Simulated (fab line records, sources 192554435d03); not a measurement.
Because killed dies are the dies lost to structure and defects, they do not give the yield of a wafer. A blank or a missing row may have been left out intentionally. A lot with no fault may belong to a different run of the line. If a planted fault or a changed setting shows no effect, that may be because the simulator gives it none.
Chamber matching | flow n5-finfet | 4 sister chambers for N5_BEOL_M9_ETCH_66 on rie-diel-06
The step etches SOC in N2/H2, target depth 80 nm, overetch 16 nm, time 120 s. 8 wafers are shown with their chamber, then 8 later ones without.

WAFERS WITH THEIR CHAMBER
wafer  | chamber | drypump-motor-current-A (A) | showerhead-plenum-p-Torr (Torr)
L074.6 | 1       | 5.40                        | 2.64
L076.3 | 1       | 5.42                        | 2.64
L076.5 | 0       | 6.12                        | 2.50
L079.6 | 3       | 5.85                        | 2.45
L085.2 | 2       | 5.81                        | 2.54
L085.3 | 3       | 5.85                        | 2.45
L085.4 | 0       | 6.11                        | 2.49
L090.2 | 2       | 5.86                        | 2.53

WAFERS WITHOUT THEIR CHAMBER
wafer  | drypump-motor-current-A (A) | showerhead-plenum-p-Torr (Torr)
L090.4 | 6.09                        | 2.49
L090.6 | 5.83                        | 2.53
L093.2 | 5.41                        | 2.63
L093.4 | 6.10                        | 2.49
L093.5 | 5.84                        | 2.45
L096.2 | 6.09                        | 2.49
L096.4 | 5.86                        | 2.53
L096.6 | 5.82                        | 2.53

WHICH CHAMBER EACH ONE RAN IN
wafer  | from the rows above | in truth
L090.4 | 0                   | 0
L090.6 | 2                   | 2
L093.2 | 1                   | 1
L093.4 | 0                   | 0
L093.5 | 3                   | 3
L096.2 | 0                   | 0
L096.4 | 2                   | 2
L096.6 | 2                   | 2
Correct placement for 8 of the 8. Can't be placed from these rows: 0. 0 placed wrongly.
How it was worked out, from the rows above alone: a wafer's distance from a chamber is the root of the sum, over the readings, of the square of ((its reading less the chamber's mean) divided by the reading's scatter). The wafer belongs to the nearest chamber; if the next one is less than 2 further off, it can't be placed. The mean given for a chamber averages the wafers shown for that chamber. The scatter: the root of (the sum of the squares of (reading less its chamber's mean) over the shown wafers, divided by (wafers less chambers)).
